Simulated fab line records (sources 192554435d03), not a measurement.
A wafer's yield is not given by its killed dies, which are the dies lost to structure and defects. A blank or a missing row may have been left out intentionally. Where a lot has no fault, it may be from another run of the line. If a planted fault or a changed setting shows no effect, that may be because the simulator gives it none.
The tool behind it: which one? -- flow n5Finfet -- Sampling: 7 lots, 16 wafers, 2 of 1938 route steps

== WHAT THE GAUGES READ, wafer by wafer ==
N5_PMOS_HMC_CHANNEL_EPI_THK_MEAS_22.
lot,measured,on,HMC_CMP_THK (nm)
L143,day 2 20:29,filmMetro-02,53.9 55.4 53.8
L145,day 3 08:16,filmMetro-01,56.5 54.6
L147,day 3 19:25,filmMetro-02,55.0 53.5
L150,day 4 13:43,filmMetro-01,53.6 52.0
L155,day 5 21:00,filmMetro-02,51.7 52.8
L159,day 6 20:48,filmMetro-02,53.5 55.1
L161,day 7 09:20,filmMetro-02,55.0 53.2 53.7

== EACH LOT AND THE TOOL THAT RAN IT (in order: tool; ch and the chambers of the sampled wafers; start) ==
lot,N5_PMOS_HMC_CHANNEL_EPI_FIN_RECESS_16
L143,"rieSi-02 ch 0,1,2, day 2 18:41"
L145,"rieSi-02 ch 0,2, day 3 05:32"
L147,"rieSi-02 ch 0,2, day 3 17:37"
L150,"rieSi-06 ch 2,3, day 4 11:55"
L155,"rieSi-06 ch 0,1, day 5 18:11"
L159,"rieSi-02 ch 0,3, day 6 18:35"
L161,"rieSi-02 ch 1,2, day 7 07:32"
- N5_PMOS_HMC_CHANNEL_EPI_FIN_RECESS_16: chemistry HBr/Cl2, target Si, target depth 54 nm, time 18 s.

== THE ANSWER, worked out from the rows above alone ==
Rule: the usual values come from the lots themselves. Put in order of their means at a reading, lots are off if they are a third of the lots or fewer, leave a main group of 4 or more, and stand apart from it by a gap of 3 or more times the standard deviation of the main group's means; of several such gaps the widest counts. A main group whose means are all the same, to the digits that the tables above print for the reading, isn't used. A lot without any number at a reading at which 4 lots or more have one is off too. Any other lot the step has rows for is counted as sound.
Across all readings shown, no lot is off: no conclusion can be drawn from this.

== WHAT THE SIMULATOR HAD PUT IN ==
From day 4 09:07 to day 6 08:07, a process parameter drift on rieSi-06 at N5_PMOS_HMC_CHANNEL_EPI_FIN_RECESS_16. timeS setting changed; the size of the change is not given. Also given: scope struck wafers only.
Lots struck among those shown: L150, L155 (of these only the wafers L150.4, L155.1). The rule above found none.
